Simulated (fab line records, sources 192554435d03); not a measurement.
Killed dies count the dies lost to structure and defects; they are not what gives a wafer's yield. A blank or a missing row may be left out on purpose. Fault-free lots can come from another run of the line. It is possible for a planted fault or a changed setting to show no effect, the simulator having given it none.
fab line records	flow n5_finfet
[record] lots = 14	wafers = 40	last_day = 19
route steps=1938 shown BEOL_M13@1701 PAD_METAL@1893 PASSIVATION@1929
lots with no fault: from the same line, run without faults
start_h: hours from the record's opening day to when the first of the lot's shown wafers began	wait_h: how many hours have passed since the lot's step before this one	" identical to the entry in the row above	L1.1+2: one row covering several wafers at once	- no value present, or no start provided	* or withheld: withheld	< > ~ a bound
route shown NAME@n: names a module that has steps shown in the file, with the first one's number in the route	usual: the fault-free wafers' mean and standard deviation	same: alike in all rows	chamber/n: place in a boat	sites: each site's reading	_std_site: how widely they spread, as a standard deviation	_edge_site: mean of outer sites minus mean of inner sites	radius_mm: for every site, how far away it sits from the centre of the wafer	mask NAME#n: copy n	behind: the tool/chamber that last shaped the wafer	hold: what put the lot on hold/how long, in hours/how the hold closed	device: which transistor (n, p or np) failed to switch	end of line: tests of these same wafers at the route's end	a step with no rows: only its recipe	killed: not the wafer's yield, but the dies lost to structure and defects at the first sort	map: the dies of a wafer, with x for killed, . for not killed, _ for no die there
set.NAME: the setting the step ran with; set.NAME@STEP: the setting that earlier step ran with	model.NAME: the simulator's own value behind a step, which no gauge read
a sample of lots followed through the steps of the route, with each step as a table and each wafer as a row
services: the hour from which a tool's chamber was out of use, counted from the record's first day as start_h (under 0 if before that day), plus the number of hours and why
[[steps]]
[step N5_BEOL_M13_PRECLEAN_39]
[recipe] chemistry = residue_remover	time_s = 60	temp_c = 40
lot.wafer	tool	chamber	start_h	wait_h
L443.1+3+5	wet_bench-01	2,3,1	259.40	0.1
L444.1+2+6	wet_bench-02	6,3,4	269.17	0.1
L445.2+3+4	wet_bench-06	1,7,6	272.60	0.1
L449.2+3+5	wet_bench-06	1,7,0	282.29	0.1
L447.3+4+6	wet_bench-01	2,3,1	287.60	0.1
L450.2+5+6	wet_bench-06	1,6,0	295.69	0.1
L452.1+3+6	wet_bench-02	7,0,4	310.56	0.1
L453.1+2+6	wet_bench-06	7,0,4	315.36	0.1
L454.4+5+6	wet_bench-06	0,5,6	333.15	0.1
L457.3+4+6	wet_bench-01	4,7,1	343.34	0.1
L459.1+4	wet_bench-02	2,4	352.54	0.1
L462.2+5+6	wet_bench-01	2,4,5	361.33	0.1
L461.1+4+5	wet_bench-01	7,2,4	364.23	0.1
L464.4+5	wet_bench-02	1,5	418.67	0.1
[step N5_PASSIVATION_DEGAS_18]
[recipe] ambient = vacuum	temp_c = 300	time_s = 60
[usual] heater_power_w = 478/67
lot.wafer	tool	chamber	start_h	wait_h	heater_power_w
L443.1	pvd_sputter-02	-	281.77	0.9	442
L443.3	"	-	"	"	390
L443.5	"	-	"	"	434
L444.1	pvd_sputter-01	-	291.56	0.6	474
L444.2	"	-	"	"	492
L444.6	"	-	"	"	479
L445.2	pvd_sputter-02	-	301.98	1.8	569
L445.3	"	-	"	"	507
L445.4	"	-	"	"	422
L449.2	pvd_sputter-02	-	310.08	0.7	566
L449.3	"	-	"	"	503
L449.5	"	-	"	"	431
L447.3	pvd_sputter-01	-	313.52	1.3	429
L447.4	"	-	"	"	622
L447.6	"	-	"	"	487
L450.2	pvd_sputter-02	-	326.12	0.5	422
L450.5	"	-	"	"	395
L450.6	"	-	"	"	552
L452.1	pvd_sputter-01	-	331.46	0.6	485
L452.3	"	-	"	"	493
L452.6	"	-	"	"	426
L453.1	pvd_sputter-02	-	336.83	0.1	486
L453.2	"	-	"	"	392
L453.6	"	-	"	"	567
L454.4	pvd_sputter-02	-	358.45	0.5	395
L454.5	"	-	"	"	428
L454.6	"	-	"	"	394
L457.3	pvd_sputter-02	-	366.55	1.8	390
L457.4	"	-	"	"	573
L457.6	"	-	"	"	425
L459.1	pvd_sputter-02	-	376.11	0.1	497
L459.4	"	-	"	"	396
L462.2	pvd_sputter-01	-	380.74	0.3	624
L462.5	"	-	"	"	421
L462.6	"	-	"	"	640
L461.1	pvd_sputter-01	-	390.20	0.1	423
L461.4	"	-	"	"	482
L461.5	"	-	"	"	486
L464.4	pvd_sputter-03	-	442.27	0.8	439
L464.5	"	-	"	"	417
[step N5_PASSIVATION_PASS_ETCH_47]
[recipe] chemistry = CF4/O2	target = SiNx	target_depth_a = 7700	time_s = 385	ion_energy_ev = 100	pressure_mtorr = 40	source_w = 535	bias_w = 49	Ar_flow_sccm = 100	cf4_flow_sccm = 100	O2_flow_sccm = 10
[usual] bias_w = 49.01/0.14	drypump_motor_current_A = 5.9/0.44	oes_product_au = 0.78/0.084	rf_vpp_V = 239/6.9	showerhead_plenum_p_Torr = 2.21/0.059	throttle_valve_pct = 15.94/0.2
lot.wafer	tool	chamber	start_h	wait_h	bias_w	drypump_motor_current_A	oes_product_au	rf_hours_counter_h	rf_vpp_V	showerhead_plenum_p_Torr	throttle_valve_pct
L443.1	rie_diel-06	0	284.49	0.0	49.03	5.7	0.76	157	229	2.31	16.04
L443.3	"	3	"	"	49.17	5.2	0.80	74	242	2.24	15.92
L443.5	"	2	"	"	48.78	5.4	0.71	-	232	2.17	15.91
L444.1	rie_diel-03	2	294.32	0.0	48.99	5.4	0.69	219	244	2.17	15.77
L444.2	"	1	"	"	48.93	5.5	0.79	111	239	2.23	16.14
L444.6	"	0	"	"	48.91	6.1	0.69	-	225	2.19	16.29
L445.2	rie_diel-06	2	305.07	0.0	49.31	5.4	0.71	238	232	2.17	15.91
L445.3	"	0	"	"	48.99	5.7	0.75	164	228	2.30	16.07
L445.4	"	3	"	"	49.07	5.3	0.79	81	241	2.24	15.93
L449.2	rie_diel-06	0	312.59	0.0	49.06	5.7	0.74	167	230	2.30	16.07
L449.3	"	2	"	"	49.16	5.4	0.71	241	233	2.17	15.92
L449.5	"	2	"	"	49.15	5.4	0.71	-	232	2.17	15.93
L447.3	rie_diel-01	0	316.97	0.0	48.95	6.4	0.74	191	243	2.28	16.07
L447.4	"	3	"	"	49.13	6.1	0.93	14	245	2.16	15.78
L447.6	"	3	"	"	49.02	6.1	0.94	-	246	2.16	15.76
L450.2	rie_diel-03	3	328.71	0.0	48.84	6.3	0.79	127	240	2.13	15.60
L450.5	"	3	"	"	48.79	6.3	0.79	-	239	2.13	15.61
L450.6	"	2	"	"	49.06	5.4	0.68	-	245	2.17	15.78
L452.1	rie_diel-03	3	334.30	0.0	49.18	6.3	0.79	130	240	2.13	15.61
L452.3	"	2	"	"	49.19	5.3	0.68	232	243	2.17	15.78
L452.6	"	1	"	"	48.74	5.4	0.77	-	238	2.22	16.17
L453.1	rie_diel-03	1	339.42	0.0	49.51	5.5	0.77	127	238	2.22	16.16
L453.2	"	3	"	"	49.20	6.3	0.78	132	242	2.13	15.61
L453.6	"	0	"	"	49.21	6.1	0.68	-	225	2.18	16.32
L454.4	rie_diel-03	3	361.09	0.0	48.91	6.3	0.77	139	239	2.13	15.62
L454.5	"	0	"	"	49.09	6.1	0.68	-	225	2.18	16.33
L454.6	"	3	"	"	49.30	6.3	0.77	-	239	2.13	15.63
L457.3	rie_diel-06	3	369.53	0.0	49.06	5.3	0.76	105	241	2.23	15.97
L457.4	"	3	"	"	48.66	5.3	0.77	-	242	2.23	15.96
L457.6	"	1	"	"	48.83	6.5	0.85	-	247	2.24	15.80
L459.1	rie_diel-01	3	379.00	0.0	49.23	6.1	0.89	32	247	2.16	15.82
L459.4	"	1	"	"	49.01	5.9	0.66	244	240	2.08	16.03
L462.2	rie_diel-01	3	383.66	0.0	48.89	6.1	0.89	34	245	2.16	15.83
L462.5	"	3	"	"	49.41	6.1	0.89	-	248	2.16	15.81
L462.6	"	2	"	"	48.93	6.2	0.80	-	240	2.22	16.06
L461.1	rie_diel-01	2	393.33	0.0	48.92	6.2	0.80	110	240	2.22	16.05
L461.4	"	1	"	"	48.87	5.9	0.66	248	242	2.08	16.03
L461.5	"	1	"	"	48.91	5.9	0.66	-	241	2.08	16.03
L464.4	rie_diel-06	3	444.80	0.0	49.03	5.3	0.74	133	242	2.22	16.02
L464.5	"	2	"	"	48.87	5.4	0.94	-	233	2.16	15.52
[step N5_PASSIVATION_PROBE_49]
[usual] killed_at_M0_to_M3 = 33/11	killed_at_M4_up = 13/5.2	killed_at_contacts = 11/5.7	killed_at_front_end = 39/11	killed_at_other = 4/3	killed_dies = 101/20	killed_open = 66/15	killed_short = 33/8.4
[same] gross_dies = 1180	killed_at_back_side = 0
lot.wafer	tool	chamber	start_h	wait_h	killed_at_M0_to_M3	killed_at_M4_up	killed_at_contacts	killed_at_front_end	killed_at_other	killed_dies	killed_open	killed_short
L443.1	prober-01	-	287.51	0.0	24	16	10	24	4	78	51	23
L443.3	prober-01	-	287.61	0.1	37	22	7	26	7	99	66	32
L443.5	prober-01	-	287.71	0.2	43	11	13	36	4	107	70	34
L444.1	prober-01	-	297.33	0.0	43	25	12	39	4	123	84	35
L444.2	prober-01	-	297.38	0.1	31	20	19	40	4	114	68	37
L444.6	prober-01	-	297.58	0.3	19	18	10	48	2	97	67	27
L445.2	prober-01	-	308.13	0.1	26	19	13	35	9	102	67	35
L445.3	prober-01	-	308.18	0.1	28	7	11	31	12	89	38	49
L445.4	prober-01	-	308.23	0.2	23	15	19	41	9	107	65	39
L450.2	prober-02	-	331.77	0.1	20	3	10	28	1	62	43	16
L450.5	prober-02	-	331.92	0.2	28	9	6	34	2	79	56	20
L450.6	prober-02	-	331.97	0.3	30	12	14	20	0	76	57	16
L452.1	prober-01	-	337.32	0.0	23	11	5	27	7	73	48	23
L452.3	prober-01	-	337.42	0.1	43	17	4	18	3	85	61	22
L452.6	prober-01	-	337.57	0.3	37	11	7	40	2	97	68	27
L453.1	prober-01	-	342.43	0.0	37	139	7	59	8	250	70	47
L453.2	prober-01	-	342.48	0.1	45	143	11	50	0	249	83	39
L453.6	prober-01	-	342.68	0.3	21	111	13	60	4	209	73	44
L454.4	prober-01	-	364.26	0.2	50	143	3	62	4	262	89	48
L454.5	prober-01	-	364.31	0.2	37	143	10	42	1	233	71	32
L454.6	prober-01	-	364.36	0.3	50	93	14	44	3	204	91	35
L457.3	prober-01	-	372.64	0.1	40	18	4	43	6	111	71	40
L457.4	prober-01	-	372.69	0.2	39	15	5	33	4	96	65	30
L457.6	prober-01	-	372.79	0.3	34	14	11	46	12	117	65	52
L462.2	prober-01	-	386.72	0.1	25	16	8	45	5	99	69	29
L462.5	prober-01	-	386.87	0.2	33	7	11	31	7	89	51	36
L462.6	prober-01	-	386.92	0.3	36	6	20	26	5	93	64	28
L464.4	prober-02	-	447.96	0.2	28	18	16	54	3	119	73	41
L464.5	prober-02	-	448.01	0.2	23	17	21	22	2	85	49	32
// killed by level:class
L443.1 BEOL_M1:geometric_particle:open=9 MOL_CONTACT_COAG:geometric_particle:open=7 BEOL_M4:geometric_particle:open=7 STI_FIN_REVEAL:geometric_particle:open=6 DUMMY_GATE:geometric_particle:open=4 ILD0:geometric_particle:short=3 BEOL_M0_SAQP:geometric_particle:short=3 STARTING-WAFER:geometric_particle:open=3
L443.3 BEOL_M1:geometric_particle:open=9 BEOL_M4:geometric_particle:open=9 BEOL_M0_SAQP:geometric_particle:short=8 BEOL_M2:geometric_particle:open=7 BEOL_M3:geometric_particle:open=7 MOL_CONTACT_COAG:geometric_particle:open=6 PASS1_CAP:geometric_particle:short=5 FIN_SAQP:geometric_particle:open=4
L443.5 MOL_CONTACT_COAG:geometric_particle:open=10 BEOL_M0_SAQP:geometric_particle:open=10 BEOL_M1:geometric_particle:open=9 FIN_SAQP:geometric_particle:open=8 FIN_SAQP:geometric_particle:short=8 BEOL_M0_SAQP:geometric_particle:short=7 GATE_CUT:geometric_particle:short=6 BEOL_M5:geometric_particle:open=5
L444.1 BEOL_M0_SAQP:geometric_particle:open=13 MOL_CONTACT_COAG:geometric_particle:open=11 BEOL_M4:geometric_particle:open=11 STI_FIN_REVEAL:geometric_particle:open=9 BEOL_M3:geometric_particle:open=9 BEOL_M0_SAQP:geometric_particle:short=8 FIN_SAQP:geometric_particle:open=5 GATE_CUT:geometric_particle:short=5
L444.2 MOL_CONTACT_COAG:geometric_particle:open=10 MOL_CONTACT_COAG:geometric_particle:short=9 STI_FIN_REVEAL:geometric_particle:open=8 BEOL_M4:geometric_particle:open=8 FIN_SAQP:geometric_particle:open=7 BEOL_M1:geometric_particle:open=7 STARTING-WAFER:geometric_particle:open=6 BEOL_M3:geometric_particle:short=6
L444.6 STI_FIN_REVEAL:geometric_particle:open=22 MOL_CONTACT_COAG:geometric_particle:open=8 BEOL_M1:geometric_particle:open=7 GATE_CUT:geometric_particle:open=6 STI_FIN_REVEAL:geometric_particle:short=4 BEOL_M3:geometric_particle:open=4 BEOL_M4:geometric_particle:open=4 BEOL_M5:geometric_particle:open=4
L445.2 BEOL_M0_SAQP:geometric_particle:short=13 MOL_CONTACT_COAG:geometric_particle:open=12 STI_FIN_REVEAL:geometric_particle:open=11 BEOL_M4:geometric_particle:open=8 BEOL_M2:geometric_particle:open=6 DUMMY_GATE:geometric_particle:open=5 ILD0:geometric_particle:open=4 BEOL_M4:geometric_particle:short=4
L445.3 FIN_SAQP:geometric_particle:short=11 MOL_CONTACT_COAG:geometric_particle:open=6 BEOL_M0_SAQP:geometric_particle:short=6 PASS1_CAP:geometric_particle:short=6 BEOL_M0_SAQP:geometric_particle:open=5 FIN_SAQP:geometric_particle:open=4 GATE_CUT:geometric_particle:short=4 MOL_CONTACT_COAG:geometric_particle:short=4
L445.4 MOL_CONTACT_COAG:geometric_particle:open=13 FIN_SAQP:geometric_particle:short=11 BEOL_M3:geometric_particle:open=9 FIN_SAQP:geometric_particle:open=7 BEOL_M4:geometric_particle:open=7 ILD0:geometric_particle:open=5 MOL_CONTACT_COAG:geometric_particle:short=4 BEOL_M0_SAQP:geometric_particle:open=4
L450.2 MOL_CONTACT_COAG:geometric_particle:open=9 DUMMY_GATE:geometric_particle:open=7 BEOL_M2:geometric_particle:open=5 FIN_SAQP:geometric_particle:open=4 BEOL_M0_SAQP:geometric_particle:open=4 BEOL_M0:geometric_particle:open=4 STI_FIN_REVEAL:geometric_particle:open=3 DUMMY_GATE:geometric_particle:short=3
L450.5 DUMMY_GATE:geometric_particle:open=8 BEOL_M3:geometric_particle:open=8 FIN_SAQP:geometric_particle:open=5 STI_FIN_REVEAL:geometric_particle:open=5 BEOL_M0_SAQP:geometric_particle:open=5 BEOL_M1:geometric_particle:open=5 FIN_SAQP:geometric_particle:short=4 MOL_CONTACT_COAG:geometric_particle:short=3
L450.6 BEOL_M3:geometric_particle:open=13 MOL_CONTACT_COAG:geometric_particle:open=11 BEOL_M2:geometric_particle:open=6 DUMMY_GATE:geometric_particle:open=5 BEOL_M8:geometric_particle:open=4 MOL_CONTACT_COAG:geometric_particle:short=3 BEOL_M4:geometric_particle:open=3 STARTING-WAFER:geometric_particle:open=3
L452.1 BEOL_M0_SAQP:geometric_particle:short=7 FIN_SAQP:geometric_particle:open=5 STI_FIN_REVEAL:geometric_particle:open=5 BEOL_M1:geometric_particle:open=5 DUMMY_GATE:geometric_particle:open=4 MOL_CONTACT_COAG:geometric_particle:open=4 BEOL_M2:geometric_particle:open=4 PAD_METAL:geometric_particle:short=4
L452.3 BEOL_M0_SAQP:geometric_particle:open=10 BEOL_M2:geometric_particle:open=9 BEOL_M0_SAQP:geometric_particle:short=8 BEOL_M4:geometric_particle:open=7 DUMMY_GATE:geometric_particle:open=5 BEOL_M3:geometric_particle:open=5 STI_FIN_REVEAL:geometric_particle:open=4 GATE_CUT:geometric_particle:short=3
L452.6 FIN_SAQP:geometric_particle:open=16 BEOL_M0_SAQP:geometric_particle:open=10 BEOL_M0_SAQP:geometric_particle:short=9 FIN_SAQP:geometric_particle:short=7 BEOL_M2:geometric_particle:open=7 MOL_CONTACT_COAG:geometric_particle:open=5 BEOL_M1:geometric_particle:open=4 BEOL_M3:geometric_particle:open=4
L453.1 BEOL_M13:unspecified=132 STI_FIN_REVEAL:geometric_particle:open=27 FIN_SAQP:geometric_particle:short=12 BEOL_M0_SAQP:geometric_particle:short=7 MOL_CONTACT_COAG:geometric_particle:open=6 BEOL_M3:geometric_particle:open=6 BEOL_M1:geometric_particle:short=6 GATE_CUT:geometric_particle:short=5
L453.2 BEOL_M13:unspecified=127 FIN_SAQP:geometric_particle:short=14 STI_FIN_REVEAL:geometric_particle:open=14 BEOL_M3:geometric_particle:open=12 FIN_SAQP:geometric_particle:open=11 BEOL_M0_SAQP:geometric_particle:open=10 MOL_CONTACT_COAG:geometric_particle:open=9 BEOL_M0_SAQP:geometric_particle:short=8
L453.6 BEOL_M13:unspecified=90 STI_FIN_REVEAL:geometric_particle:open=24 FIN_SAQP:geometric_particle:short=13 BEOL_M0_SAQP:geometric_particle:short=12 MOL_CONTACT_COAG:geometric_particle:open=11 BEOL_M4:geometric_particle:open=10 FIN_SAQP:geometric_particle:open=9 BEOL_M3:geometric_particle:open=5
L454.4 BEOL_M13:unspecified=125 STI_FIN_REVEAL:geometric_particle:open=17 FIN_SAQP:geometric_particle:open=16 BEOL_M0_SAQP:geometric_particle:short=11 BEOL_M3:geometric_particle:open=10 BEOL_M0_SAQP:geometric_particle:open=9 BEOL_M4:geometric_particle:open=9 FIN_SAQP:geometric_particle:short=8
L454.5 BEOL_M13:unspecified=126 STI_FIN_REVEAL:geometric_particle:open=11 BEOL_M3:geometric_particle:open=10 FIN_SAQP:geometric_particle:open=8 STARTING-WAFER:geometric_particle:open=6 MOL_CONTACT_COAG:geometric_particle:short=5 MOL_CONTACT_COAG:geometric_particle:open=5 BEOL_M1:geometric_particle:open=5
L454.6 BEOL_M13:unspecified=75 STI_FIN_REVEAL:geometric_particle:open=19 BEOL_M4:geometric_particle:open=13 MOL_CONTACT_COAG:geometric_particle:open=12 BEOL_M0_SAQP:geometric_particle:open=11 BEOL_M0_SAQP:geometric_particle:short=8 BEOL_M1:geometric_particle:open=8 STI_FIN_REVEAL:geometric_particle:short=7
L457.3 BEOL_M0_SAQP:geometric_particle:short=15 STI_FIN_REVEAL:geometric_particle:open=11 FIN_SAQP:geometric_particle:open=9 BEOL_M0_SAQP:geometric_particle:open=9 BEOL_M5:geometric_particle:open=8 FIN_SAQP:geometric_particle:short=6 BEOL_M2:geometric_particle:open=6 BEOL_M1:geometric_particle:open=5
L457.4 BEOL_M0_SAQP:geometric_particle:short=12 STI_FIN_REVEAL:geometric_particle:open=11 BEOL_M0_SAQP:geometric_particle:open=11 BEOL_M4:geometric_particle:open=7 BEOL_M2:geometric_particle:open=7 GATE_CUT:geometric_particle:open=5 MOL_CONTACT_COAG:geometric_particle:open=4 FIN_SAQP:geometric_particle:short=3
L457.6 BEOL_M0_SAQP:geometric_particle:short=14 BEOL_M0_SAQP:geometric_particle:open=10 DUMMY_GATE:geometric_particle:open=8 MOL_CONTACT_COAG:geometric_particle:open=8 BEOL_M4:geometric_particle:open=6 FIN_SAQP:geometric_particle:short=5 DUMMY_GATE:geometric_particle:short=5 ILD0:geometric_particle:short=5
L462.2 BEOL_M3:geometric_particle:open=9 STI_FIN_REVEAL:geometric_particle:open=8 GATE_CUT:geometric_particle:short=8 FIN_SAQP:geometric_particle:open=7 MOL_CONTACT_COAG:geometric_particle:open=7 GATE_CUT:geometric_particle:open=6 FIN_SAQP:geometric_particle:short=5 BEOL_M4:geometric_particle:open=5
L462.5 BEOL_M0_SAQP:geometric_particle:short=9 BEOL_M3:geometric_particle:open=9 FIN_SAQP:geometric_particle:open=8 GATE_CUT:geometric_particle:short=8 MOL_CONTACT_COAG:geometric_particle:open=7 FIN_SAQP:geometric_particle:short=5 BEOL_M0_SAQP:geometric_particle:open=5 BEOL_M2:geometric_particle:open=5
L462.6 MOL_CONTACT_COAG:geometric_particle:open=16 BEOL_M3:geometric_particle:open=12 BEOL_M3:geometric_particle:short=7 BEOL_M2:geometric_particle:open=6 BEOL_M0_SAQP:geometric_particle:open=6 FIN_SAQP:geometric_particle:open=5 STI_FIN_REVEAL:geometric_particle:open=5 FIN_SAQP:geometric_particle:short=4
L464.4 FIN_SAQP:geometric_particle:open=17 FIN_SAQP:geometric_particle:short=14 MOL_CONTACT_COAG:geometric_particle:open=14 BEOL_M3:geometric_particle:open=8 BEOL_M0_SAQP:geometric_particle:short=7 STI_FIN_REVEAL:geometric_particle:open=6 DUMMY_GATE:geometric_particle:open=5 BEOL_M0_SAQP:geometric_particle:open=4
L464.5 MOL_CONTACT_COAG:geometric_particle:open=18 BEOL_M0:geometric_particle:short=7 FIN_SAQP:geometric_particle:short=5 FIN_SAQP:geometric_particle:open=4 STARTING-WAFER:geometric_particle:short=4 MOL_CONTACT_COAG:geometric_particle:short=3 BEOL_M0_SAQP:geometric_particle:short=3 BEOL_M3:geometric_particle:open=3
[[services]]
tool	chamber	start_h	hours	kind
wet_bench-06	-	241.53	20.9	repair
rie_diel-01	3	255.63	-	clean
rie_diel-01	3	255.63	-	consumable_replace:focus_ring
rie_diel-01	3	255.63	20.5	scheduled_down
rie_diel-06	3	307.81	6.7	repair
rie_diel-01	3	330.01	15.9	repair
rie_diel-06	2	338.04	-	clean
rie_diel-06	2	338.04	-	consumable_replace:focus_ring
rie_diel-06	2	338.04	18.1	scheduled_down
rie_diel-06	2	338.04	18.1	vent_cycle
rie_diel-01	0	343.02	22.2	repair
pvd_sputter-01	-	354.49	2.5	repair
rie_diel-06	2	359.48	33.0	repair
rie_diel-03	2	395.26	-	clean
rie_diel-03	2	395.26	-	consumable_replace:focus_ring
rie_diel-03	2	395.26	34.9	scheduled_down
rie_diel-03	2	395.26	34.9	vent_cycle
rie_diel-01	3	402.61	1.9	repair
rie_diel-06	3	402.89	5.8	repair
rie_diel-06	2	409.65	23.8	repair
rie_diel-03	0	430.18	-	clean
rie_diel-03	0	430.18	-	consumable_replace:focus_ring
pvd_sputter-03	-	437.36	3.9	repair
pvd_sputter-02	-	441.72	1.2	repair
[[key]]
[first_sign] step = N5_PASSIVATION_PROBE_49	reading = killed_at_M4_up	direction = up	sigmas = 22	usual = 13	struck = 129
[effect] step = N5_PASSIVATION_PROBE_49	reading = killed_dies	direction = up	sigmas = 6.8	usual = 101	struck = 234
[more_kills_born_at] N5_BEOL_M13_PRECLEAN_39@wet_bench-06 = 675
met_at N5_BEOL_M13_PRECLEAN_39
struck_lots L453,L454
tester_left_out L454
not_acting_at N5_PASSIVATION_DEGAS_18,N5_PASSIVATION_PASS_ETCH_47
onset_between 295.69 315.36
[earlier_fault] kind = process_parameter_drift	tool = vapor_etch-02	chamber = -	onset_h = 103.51	steps = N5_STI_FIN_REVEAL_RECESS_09	channel = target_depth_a	offset = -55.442	shape = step	acts_in = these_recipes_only	stated = 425
[fault] kind = chamber_particle_source	tool = wet_bench-06	chamber = -	onset_h = 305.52	steps = N5_BEOL_M13_PRECLEAN_39	rate_per_visit_cm2 = 0.94079
// tester_left_out: of these lots the tester's yield and bins aren't shown, on N5 and GAA mostly nor the transistor test; their killed dies are dies lost to structure and defects alone, not to doping, threshold or leakage, so they don't give the yield
